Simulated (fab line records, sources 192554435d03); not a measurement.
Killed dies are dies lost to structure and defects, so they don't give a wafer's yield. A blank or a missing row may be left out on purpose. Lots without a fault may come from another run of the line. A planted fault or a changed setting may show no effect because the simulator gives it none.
Split-lot experiment | flow n5_finfet | 7 lots, 21 wafers read, on a route of 1938 steps

THE SPLIT
At N5_BEOL_M5_ETCH_68 (etches SOC in N2/H2, target depth 80 nm, overetch 16 nm, time 120 s), the setting time_s was moved away from the recipe's 120 s on 8 of the 21 wafers read, by -21.3% to +14.8%. The other wafers ran this setting at the recipe's value.

The reading is taken at the split's own step.

THE READING
SiARC_of_BEOL_M5_COAT_66.thk_nm (the simulator's own value, which no gauge read), in nm, at N5_BEOL_M5_ETCH_68 (etches SOC in N2/H2, target depth 80 nm, overetch 16 nm, time 120 s). The file gives no usual value for it. The 13 wafers here that ran the recipe average 6.5 nm, standard deviation 0.24 nm.

wafer  | tool, chamber at the split | time_s as run, s | against the recipe | SiARC_of_BEOL_M5_COAT_66.thk_nm, nm | against lot-mates on the recipe
L074.1 | rie_diel-06, 1,3           | 120              | recipe             | 6.4                                 | -
L074.5 | rie_diel-06, 1,3           | 120              | recipe             | 6.4                                 | -
L074.3 | rie_diel-06, 0             | 94.41            | -21.3%             | 7.6                                 | +1.2
L079.1 | rie_diel-06, 0,2,1         | 120              | recipe             | 6.4                                 | -
L079.4 | rie_diel-06, 0,2,1         | 120              | recipe             | 6.4                                 | -
L079.5 | rie_diel-06, 0,2,1         | 120              | recipe             | 6.4                                 | -
L078.3 | rie_diel-04, 3,0           | 103.2            | -14.0%             | 7.2                                 | +0.8
L078.4 | rie_diel-04, 3,0           | 103.2            | -14.0%             | 7.2                                 | +0.8
L078.5 | rie_diel-04, 3             | 120              | recipe             | 6.4                                 | -
L086.3 | rie_diel-06, 2             | 134.5            | +12.1%             | 5.6                                 | -0.8
L086.4 | rie_diel-06, 3             | 134.5            | +12.1%             | 6                                   | -0.4
L086.6 | rie_diel-06, 2             | 120              | recipe             | 6.4                                 | -
L090.1 | rie_diel-06, 3             | 120              | recipe             | 6.6                                 | -
L090.5 | rie_diel-06, 0             | 120              | recipe             | 6.2                                 | -
L090.6 | rie_diel-06, 1             | 120              | recipe             | 6.4                                 | -
L091.1 | rie_diel-06, 3             | 137.8            | +14.8%             | 5.8                                 | -0.4
L091.3 | rie_diel-06, 0             | 120              | recipe             | 6.2                                 | -
L091.5 | rie_diel-06, 1             | 137.8            | +14.8%             | 5.6                                 | -0.6
L094.1 | rie_diel-04, 0             | 106              | -11.7%             | 7.2                                 | +0.2
L094.3 | rie_diel-04, 1             | 120              | recipe             | 7                                   | -
L094.6 | rie_diel-04, 1             | 120              | recipe             | 7                                   | -
Where a row lists several chambers, the file gives one row for several wafers and doesn't say which wafer went through which chamber.

THE FIT
A straight line over all 21 wafers: SiARC_of_BEOL_M5_COAT_66.thk_nm changes by -0.0537 nm for each +1% of time_s; r = -0.92; the points scatter about the line by 0.21 nm.
The same after taking each lot's own level away (the mean of its wafers on the recipe; 21 wafers): -0.0464 nm for each +1%; r = -0.94; scatter 0.15 nm.
On that fit, the largest move of time_s shifts the reading by 0.99 nm.
The lots' own levels span 6.20 to 7.00 nm, that is 3.3 times the standard deviation above.
So the lot-to-lot level changes the slope: the two fits differ.
Check: with one of the wafers moved furthest among these (-21.3%) left out of the fit, the line predicts +0.928 nm for it against its lot-mates. It came out at +1.2 nm against them.

OTHER SPLITS ON THESE WAFERS
These wafers also went through other splits before the reading. Each is held against what the fit with the lots' levels taken away leaves over:
other split on the same wafers | wafers away from the commonest value | r with SiARC_of_BEOL_M5_COAT_66.thk_nm (lot level and that fit taken away)
N5_BEOL_M4_DEP_57 time_s       | 6                                    | +0.22

THE FILE'S OWN FIT
SiARC_of_BEOL_M5_COAT_66.thk_nm changes by -0.0467 nm for each +1% of time_s, r = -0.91.
